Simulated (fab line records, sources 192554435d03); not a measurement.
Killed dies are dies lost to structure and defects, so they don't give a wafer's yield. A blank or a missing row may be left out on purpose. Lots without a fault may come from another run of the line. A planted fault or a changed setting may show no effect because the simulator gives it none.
Chamber matching | flow n5_finfet | N5_BEOL_M2_ALD_98 on ald_sin-01: 4 sister chambers
The step deposits SiO2, target thk 2.5 nm, pulse time 1 s, co reactant pulse time 1 s. 4 wafers are shown with their chamber, then 9 later ones without.

WAFERS WITH THEIR CHAMBER
wafer  | chamber | heater_power_w (W)
L084.6 | 1       | 84
L085.6 | 0       | 73
L087.1 | 3       | 77
L087.5 | 2       | 76

WAFERS WITHOUT THEIR CHAMBER
wafer  | heater_power_w (W)
L089.2 | 75
L089.3 | 77
L089.5 | 74
L090.4 | 74
L090.5 | 80
L090.6 | 78
L091.2 | 77
L091.4 | 75
L091.6 | 77

WHICH CHAMBER EACH WENT THROUGH
wafer  | from the rows above          | in truth
L089.2 | can't be placed: 2 or 0 or 3 | 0
L089.3 | can't be placed: 3 or 2      | 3
L089.5 | can't be placed: 0 or 2 or 3 | 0
L090.4 | can't be placed: 0 or 2 or 3 | 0
L090.5 | can't be placed: 3 or 1 or 2 | 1
L090.6 | can't be placed: 3 or 2      | 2
L091.2 | can't be placed: 3 or 2      | 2
L091.4 | can't be placed: 2 or 0 or 3 | 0
L091.6 | can't be placed: 3 or 2      | 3
Placed correctly: 0 of 9. Can't be placed from these rows: 9 (the true chamber is among the candidates in 9). Placed wrongly: 0.
How it was worked out, from the rows above alone: a wafer's distance from a chamber is the root of the sum, over the readings, of the square of ((its reading less the chamber's mean) divided by the reading's scatter). The wafer belongs to the nearest chamber; if the next one is less than 2 further off, it can't be placed. A chamber's mean is the mean of its shown wafers. The scatter: with one shown wafer a chamber, the root of the mean of the squares of how far each hidden wafer lies from its nearest shown one.
